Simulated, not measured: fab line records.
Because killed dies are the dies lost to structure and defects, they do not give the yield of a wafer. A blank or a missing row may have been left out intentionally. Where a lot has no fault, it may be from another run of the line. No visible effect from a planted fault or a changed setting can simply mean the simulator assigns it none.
Lot-split experiment || flow n5Finfet || 21 wafers read from 7 lots, route of 1938 steps

== ABOUT THE SPLIT ==
At N5_BEOL_M2_DESCUM_16 (chemistry O2, time 7 s), the setting timeS was moved away from the recipe's 7 s on 8 of the 21 wafers read, by -11.8% to +20.0%. For the rest of the wafers, this setting stayed at what the recipe calls for.

The reading is taken at the split's own step.

== THE READING ==
CAR-EUV_of_BEOL_M2_COAT_05.thkNm (the simulator's own value, which no gauge read), in nm, at N5_BEOL_M2_DESCUM_16 (chemistry O2, time 7 s). There is no usual value for it anywhere in the file. The 13 wafers here that ran the recipe average 26.1 nm, standard deviation 0.1 nm.

{"wafer": "L075.1", "tool, chamber at the split": "rieDiel-04, 0,2", "timeS as run, s": 7, "against the recipe": "recipe", "CAR-EUV_of_BEOL_M2_COAT_05.thkNm, nm": 26.2, "against lot-mates on the recipe": "-"}
{"wafer": "L075.5", "tool, chamber at the split": "rieDiel-04, 0,2", "timeS as run, s": 7, "against the recipe": "recipe", "CAR-EUV_of_BEOL_M2_COAT_05.thkNm, nm": 26.2, "against lot-mates on the recipe": "-"}
{"wafer": "L075.4", "tool, chamber at the split": "rieDiel-04, 1", "timeS as run, s": 7, "against the recipe": "recipe", "CAR-EUV_of_BEOL_M2_COAT_05.thkNm, nm": 26, "against lot-mates on the recipe": "-"}
{"wafer": "L077.4", "tool, chamber at the split": "rieDiel-05, 2", "timeS as run, s": 7, "against the recipe": "recipe", "CAR-EUV_of_BEOL_M2_COAT_05.thkNm, nm": 26.2, "against lot-mates on the recipe": "-"}
{"wafer": "L077.5", "tool, chamber at the split": "rieDiel-05, 2", "timeS as run, s": 7, "against the recipe": "recipe", "CAR-EUV_of_BEOL_M2_COAT_05.thkNm, nm": 26, "against lot-mates on the recipe": "-"}
{"wafer": "L077.6", "tool, chamber at the split": "rieDiel-05, 3", "timeS as run, s": 8.401, "against the recipe": "+20.0%", "CAR-EUV_of_BEOL_M2_COAT_05.thkNm, nm": 25.6, "against lot-mates on the recipe": -0.5}
{"wafer": "L079.1", "tool, chamber at the split": "rieDiel-02, 2,1", "timeS as run, s": 8.22, "against the recipe": "+17.4%", "CAR-EUV_of_BEOL_M2_COAT_05.thkNm, nm": 25.6, "against lot-mates on the recipe": -0.6}
{"wafer": "L079.4", "tool, chamber at the split": "rieDiel-02, 2,1", "timeS as run, s": 8.22, "against the recipe": "+17.4%", "CAR-EUV_of_BEOL_M2_COAT_05.thkNm, nm": 25.6, "against lot-mates on the recipe": -0.6}
{"wafer": "L079.6", "tool, chamber at the split": "rieDiel-02, 1", "timeS as run, s": 7, "against the recipe": "recipe", "CAR-EUV_of_BEOL_M2_COAT_05.thkNm, nm": 26.2, "against lot-mates on the recipe": "-"}
{"wafer": "L082.3", "tool, chamber at the split": "rieDiel-04, 1,2", "timeS as run, s": 7, "against the recipe": "recipe", "CAR-EUV_of_BEOL_M2_COAT_05.thkNm, nm": 26, "against lot-mates on the recipe": "-"}
{"wafer": "L082.4", "tool, chamber at the split": "rieDiel-04, 1,2", "timeS as run, s": 7, "against the recipe": "recipe", "CAR-EUV_of_BEOL_M2_COAT_05.thkNm, nm": 26, "against lot-mates on the recipe": "-"}
{"wafer": "L082.5", "tool, chamber at the split": "rieDiel-04, 1", "timeS as run, s": 7.999, "against the recipe": "+14.3%", "CAR-EUV_of_BEOL_M2_COAT_05.thkNm, nm": 25.4, "against lot-mates on the recipe": -0.6}
{"wafer": "L085.3", "tool, chamber at the split": "rieDiel-05, 0,2", "timeS as run, s": 6.175, "against the recipe": "-11.8%", "CAR-EUV_of_BEOL_M2_COAT_05.thkNm, nm": 26.6, "against lot-mates on the recipe": "+0.4"}
{"wafer": "L085.6", "tool, chamber at the split": "rieDiel-05, 0,2", "timeS as run, s": 6.175, "against the recipe": "-11.8%", "CAR-EUV_of_BEOL_M2_COAT_05.thkNm, nm": 26.6, "against lot-mates on the recipe": "+0.4"}
{"wafer": "L085.5", "tool, chamber at the split": "rieDiel-05, 1", "timeS as run, s": 7, "against the recipe": "recipe", "CAR-EUV_of_BEOL_M2_COAT_05.thkNm, nm": 26.2, "against lot-mates on the recipe": "-"}
{"wafer": "L086.2", "tool, chamber at the split": "rieDiel-04, 3,2", "timeS as run, s": 7.697, "against the recipe": "+10.0%", "CAR-EUV_of_BEOL_M2_COAT_05.thkNm, nm": 25.6, "against lot-mates on the recipe": -0.4}
{"wafer": "L086.4", "tool, chamber at the split": "rieDiel-04, 3,2", "timeS as run, s": 7.697, "against the recipe": "+10.0%", "CAR-EUV_of_BEOL_M2_COAT_05.thkNm, nm": 25.6, "against lot-mates on the recipe": -0.4}
{"wafer": "L086.6", "tool, chamber at the split": "rieDiel-04, 1", "timeS as run, s": 7, "against the recipe": "recipe", "CAR-EUV_of_BEOL_M2_COAT_05.thkNm, nm": 26, "against lot-mates on the recipe": "-"}
{"wafer": "L092.3", "tool, chamber at the split": "rieDiel-05, 0,2", "timeS as run, s": 7, "against the recipe": "recipe", "CAR-EUV_of_BEOL_M2_COAT_05.thkNm, nm": 26, "against lot-mates on the recipe": "-"}
{"wafer": "L092.5", "tool, chamber at the split": "rieDiel-05, 0,2", "timeS as run, s": 7, "against the recipe": "recipe", "CAR-EUV_of_BEOL_M2_COAT_05.thkNm, nm": 26, "against lot-mates on the recipe": "-"}
{"wafer": "L092.4", "tool, chamber at the split": "rieDiel-05, 3", "timeS as run, s": 7, "against the recipe": "recipe", "CAR-EUV_of_BEOL_M2_COAT_05.thkNm, nm": 26.2, "against lot-mates on the recipe": "-"}
If several chambers appear in one row, that row covers several wafers at once and the file leaves open which wafer was in which chamber.

THE FIT
A straight line over all 21 wafers: CAR-EUV_of_BEOL_M2_COAT_05.thkNm changes by -0.035 nm for each +1% of timeS; r = -0.93; the points scatter about the line by 0.12 nm.
The same after taking each lot's own level away (the mean of its wafers on the recipe; 21 wafers): -0.0335 nm for each +1%; r = -0.96; scatter 0.081 nm.
Per that fit: largest timeS move, reading shift of 0.67 nm.
The span of the lots' own levels, 26.00 to 26.20 nm, comes to 2.0 times the standard deviation stated above.
Hence the lot-to-lot level has little effect on the slope; both slopes agree.
Check: for one of the wafers moved furthest among these (+20.0%), held out of the fit, the line's prediction against its lot-mates is -0.731 nm. Against them it came out at -0.5 nm.

== THESE WAFERS: OTHER SPLITS ==
Note: prior to the reading, these wafers also went through further splits. Each is held against what the fit with the lots' levels taken away leaves over:
{"other split on the same wafers": "N5_HKMG_FIN_ETCH_58 sourceW", "wafers away from the commonest value": 7, "r with CAR-EUV_of_BEOL_M2_COAT_05.thkNm (lot level and that fit taken away)": "+0.06"}
{"other split on the same wafers": "N5_MOL_CONTACT_COAG_ALD_27 aldCycles", "wafers away from the commonest value": 6, "r with CAR-EUV_of_BEOL_M2_COAT_05.thkNm (lot level and that fit taken away)": -0.11}
{"other split on the same wafers": "N5_MOL_CONTACT_COAG_ALD_133 aldCycles", "wafers away from the commonest value": 5, "r with CAR-EUV_of_BEOL_M2_COAT_05.thkNm (lot level and that fit taken away)": "+0.06"}
{"other split on the same wafers": "N5_MOL_CONTACT_COAG_ETCH_67 sourceW", "wafers away from the commonest value": 10, "r with CAR-EUV_of_BEOL_M2_COAT_05.thkNm (lot level and that fit taken away)": "+0.29"}
{"other split on the same wafers": "N5_BEOL_M0_CUTY_COAT_50 spinRpm", "wafers away from the commonest value": 9, "r with CAR-EUV_of_BEOL_M2_COAT_05.thkNm (lot level and that fit taken away)": "+0.11"}
{"other split on the same wafers": "N5_BEOL_M0_CUTY_COAT_51 spinRpm", "wafers away from the commonest value": 5, "r with CAR-EUV_of_BEOL_M2_COAT_05.thkNm (lot level and that fit taken away)": "+0.08"}
{"other split on the same wafers": "N5_BEOL_M0_CUTY_EXPOSE_54 doseMj", "wafers away from the commonest value": 4, "r with CAR-EUV_of_BEOL_M2_COAT_05.thkNm (lot level and that fit taken away)": -0.14}
{"other split on the same wafers": "N5_BEOL_M0_CUTY_DESCUM_61 timeS", "wafers away from the commonest value": 5, "r with CAR-EUV_of_BEOL_M2_COAT_05.thkNm (lot level and that fit taken away)": "+0.11"}
{"other split on the same wafers": "N5_BEOL_M1_TRENCH_ETCH_37 timeS", "wafers away from the commonest value": 6, "r with CAR-EUV_of_BEOL_M2_COAT_05.thkNm (lot level and that fit taken away)": -0.19}

== FILE'S OWN FIT ==
CAR-EUV_of_BEOL_M2_COAT_05.thkNm changes by -0.0329 nm for each +1% of timeS, r = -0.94.
